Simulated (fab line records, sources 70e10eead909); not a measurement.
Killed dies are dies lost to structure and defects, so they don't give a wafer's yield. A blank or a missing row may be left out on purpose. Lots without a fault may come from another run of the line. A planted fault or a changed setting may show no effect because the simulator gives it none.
Chamber matching | flow nand_harc | NHARC_A_WL_FILL_ALD_02 on ald_metal-02: 4 sister chambers
The step deposits TiN, target thk 2 nm, pulse time 3 s, ald cycles 100. 24 wafers are shown with their chamber, then 12 later ones without.

WAFERS WITH THEIR CHAMBER
wafer  | chamber | heater_power_w (W) | precursor_pulse_height_rel
L076.1 | 1       | 1219               | 0.997
L076.2 | 3       | 1137               | 1.024
L076.4 | 0       | 1009               | 0.971
L076.3 | 2       | 970                | 0.997
L076.5 | 3       | 1113               | 1.029
L076.6 | 0       | 1006               | 0.970
L074.2 | 3       | 1114               | 0.972
L074.5 | 2       | 919                | 1.007
L074.6 | 3       | 1106               | 1.019
L081.3 | 3       | 1096               | 0.977
L081.4 | 3       | 1088               | 0.991
L081.6 | 2       | 1032               | 1.020
L080.1 | 3       | 1047               | 0.984
L080.2 | 0       | 1019               | 1.007
L080.4 | 2       | 1025               | 0.991
L088.1 | 0       | 1051               | 0.987
L088.5 | 2       | 1012               | 1.015
L088.6 | 1       | 1170               | 0.998
L086.1 | 2       | 1025               | 0.972
L086.4 | 3       | 1089               | 0.980
L086.6 | 2       | 1016               | 0.980
L086.2 | 1       | 1200               | 0.992
L086.3 | 3       | 1085               | 0.992
L086.5 | 1       | 1199               | 1.009

SIGNATURES (means of the wafers above)
reading                    | chamber 0 | chamber 1 | chamber 2 | chamber 3 | scatter within a chamber
heater_power_w             | 1021.25   | 1197.00   | 999.86    | 1097.22   | 29.7
precursor_pulse_height_rel | 0.98375   | 0.99900   | 0.99743   | 0.99644   | 0.0184
Rule: a wafer's distance from a chamber is the root of the sum, over the readings, of the square of ((its reading less the chamber's mean) divided by the reading's scatter). The wafer belongs to the nearest chamber; if the next one is less than 2 further off, it can't be placed. The scatter: the root of (the sum of the squares of (reading less its chamber's mean) over the shown wafers, divided by (wafers less chambers)).

WAFERS WITHOUT THEIR CHAMBER
wafer  | heater_power_w (W) | precursor_pulse_height_rel
L089.1 | 997                | 1.013
L089.4 | 1039               | 1.023
L089.6 | 1081               | 1.040
L089.2 | 1005               | 0.987
L089.3 | 1243               | 1.006
L089.5 | 1045               | 0.991
L091.1 | 1054               | 0.992
L091.2 | 1225               | 0.999
L091.5 | 1021               | 1.000
L094.3 | 1071               | 0.998
L094.4 | 1211               | 0.976
L094.5 | 1165               | 0.988

WHICH CHAMBER EACH WENT THROUGH
wafer  | from the rows above          | in truth
L089.1 | can't be placed: 2 or 0      | 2
L089.4 | can't be placed: 2 or 0 or 3 | 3
L089.6 | can't be placed: 3 or 2 or 0 | 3
L089.2 | can't be placed: 0 or 2      | 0
L089.3 | 1                            | 1
L089.5 | can't be placed: 0 or 2 or 3 | 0
L091.1 | can't be placed: 0 or 3 or 2 | 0
L091.2 | 1                            | 1
L091.5 | can't be placed: 2 or 0 or 3 | 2
L094.3 | can't be placed: 3 or 0 or 2 | 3
L094.4 | 1                            | 1
L094.5 | can't be placed: 1 or 3      | 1
Placed correctly: 3 of 12. Can't be placed from these rows: 9 (the true chamber is among the candidates in 9). Placed wrongly: 0.
